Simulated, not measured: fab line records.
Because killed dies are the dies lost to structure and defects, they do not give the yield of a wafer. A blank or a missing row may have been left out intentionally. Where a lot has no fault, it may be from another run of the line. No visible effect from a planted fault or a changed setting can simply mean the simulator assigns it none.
Chamber matching ; flow nandHarc ; NHARC_A_CONTACT_ETCH_88 on rieDiel-08 has 4 sister chambers
The step etches the open film in CF4, target depth 39 nm, time 65 s. 8 wafers are shown with their chamber, then 11 later ones without.

## EACH WAFER AND ITS CHAMBER
wafer;chamber;drypumpMotorCurrentA (A);rfVppV (V)
L085.1;1;6.5;152.2
L085.3;2;5.8;151.0
L086.3;1;6.5;152.5
L086.4;0;5.8;150.5
L089.2;2;5.8;149.9
L089.4;3;5.6;152.3
L089.6;0;5.8;151.3
L087.4;3;5.5;151.4

## WAFERS MISSING THEIR CHAMBER
wafer;drypumpMotorCurrentA (A);rfVppV (V)
L087.5;5.8;151.0
L087.6;6.5;151.7
L092.3;5.6;151.2
L092.4;6.5;151.9
L092.5;6.5;151.6
L093.2;5.8;151.9
L093.4;5.8;149.3
L093.5;6.5;153.4
L096.3;5.8;149.8
L096.4;6.5;151.3
L096.6;5.8;149.2

## WHICH CHAMBER EACH ONE RAN IN
wafer;from the rows above;in truth
L087.5;can't be placed: 0 or 2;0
L087.6;1;1
L092.3;3;3
L092.4;1;1
L092.5;1;1
L093.2;can't be placed: 0 or 2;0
L093.4;can't be placed: 2 or 0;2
L093.5;1;1
L096.3;can't be placed: 2 or 0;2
L096.4;1;1
L096.6;can't be placed: 2 or 0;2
Correctly placed: 6 of 11. From these rows, 5 cannot be placed; in 5 the true chamber is one of the candidates. Wrongly placed: 0.
How it was worked out, from the rows above alone: a wafer's distance from a chamber is the root of the sum, over the readings, of the square of ((its reading less the chamber's mean) divided by the reading's scatter). If the next closest chamber is less than 2 further off than the closest, the wafer can't be placed; otherwise it belongs to the closest. For every chamber, the mean is computed from those of its wafers that are shown. The scatter is the square root of a quotient: the sum, over the shown wafers, of each reading's squared deviation from its chamber's mean, divided by wafers minus chambers.
